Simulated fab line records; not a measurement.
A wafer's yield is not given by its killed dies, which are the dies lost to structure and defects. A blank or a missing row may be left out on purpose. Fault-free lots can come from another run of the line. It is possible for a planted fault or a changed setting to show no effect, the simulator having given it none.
Split-lot study | flow n5 finfet | 21 wafers read across 7 lots, on a route 1938 steps long

SPLIT DETAILS
At N5_PMOS_HMC_CHANNEL_EPI_ETCH_32 (etches BARC in N2/H2, stops on SiO2, target depth 85.8 nm, time 50.3 s), the setting bias w was moved away from the recipe's 150 W on 9 of the 21 wafers read, by +7.1% to +13.5%. This setting was run at the recipe's value on the other wafers.

The reading is taken at the split's own step.

THE READING
rf vpp V, in V, at N5_PMOS_HMC_CHANNEL_EPI_ETCH_32 (etches BARC in N2/H2, stops on SiO2, target depth 85.8 nm, time 50.3 s). On this fab line, fault-free wafers typically give 524.8 V with a standard deviation of 2.6 V.

wafer  | tool, chamber at the split | bias w as run, W | against the recipe | rf vpp V, V | against lot-mates on the recipe
L074.3 | rie diel-02, 0             | 150              | recipe             | 524.3       | -
L074.4 | rie diel-02, 1             | 150              | recipe             | 522.9       | -
L074.6 | rie diel-02, 0             | 150              | recipe             | 522.1       | -
L076.1 | rie diel-02, 3             | 163.1            | +8.7%              | 556.6       | +35.2
L076.3 | rie diel-02, 1             | 150              | recipe             | 521.4       | -
L076.4 | rie diel-02, 2             | 163.1            | +8.7%              | 547.5       | +26.1
L085.1 | rie diel-02, 0             | 150              | recipe             | 523.1       | -
L085.2 | rie diel-02, 2             | 170.2            | +13.5%             | 562.2       | +37.2
L085.6 | rie diel-02, 3             | 150              | recipe             | 527.0       | -
L086.1 | rie diel-03, 3             | 160.6            | +7.1%              | 550.7       | +23.5
L086.4 | rie diel-03, 1             | 160.6            | +7.1%              | 549.4       | +22.2
L086.6 | rie diel-03, 2             | 150              | recipe             | 527.2       | -
L089.1 | rie diel-02, 1             | 150              | recipe             | 521.5       | -
L089.4 | rie diel-02, 3             | 150              | recipe             | 526.4       | -
L089.6 | rie diel-02, 2             | 150              | recipe             | 518.8       | -
L090.1 | rie diel-03, 2             | 150              | recipe             | 528.1       | -
L090.3 | rie diel-03, 0             | 168              | +12.0%             | 564.2       | +38.4
L090.6 | rie diel-03, 0             | 150              | recipe             | 523.6       | -
L093.4 | rie diel-06, 1             | 164.4            | +9.6%              | 557.3       | no lot-mate on the recipe
L093.5 | rie diel-06, 0             | 164.4            | +9.6%              | 556.7       | no lot-mate on the recipe
L093.6 | rie diel-06, 1             | 164.4            | +9.6%              | 557.9       | no lot-mate on the recipe

FIT RESULTS
A straight line over all 21 wafers: rf vpp V changes by +3.28 V for each +1% of bias w; r = +0.98; the points scatter about the line by 3.2 V.
The same after taking each lot's own level away (the mean of its wafers on the recipe; 18 wafers): +3.13 V for each +1%; r = +0.98; scatter 3 V.
According to that fit, moving bias w by its largest amount changes the reading by 42 V.
Across the lots, their own levels run from 521.40 to 527.20 V, a range of 2.2 times the standard deviation given above.
The two slopes agree, so the slope changes little with the lot-to-lot level.
Check: +44.8 V against its lot-mates is what the line predicts for one of the wafers moved furthest among these (+13.5%) when that wafer is left out of the fit. Against them it came out at +37.2 V.
Tool readings at the split's step, against how far the setting was moved: rf vpp V r = +0.98.

OTHER SPLITS ON THESE WAFERS
Note: prior to the reading, these wafers also went through further splits. Each is held against what the fit with the lots' levels taken away leaves over:
other split on the same wafers            | wafers away from the commonest value | r with rf vpp V (lot level and that fit taken away)
N5_PMOS_HMC_CHANNEL_EPI_EXPOSE_06 dose mj | 8                                    | +0.17

THE FILE'S OWN FIT
rf vpp V changes by +3.08 V for each +1% of bias w, r = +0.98.
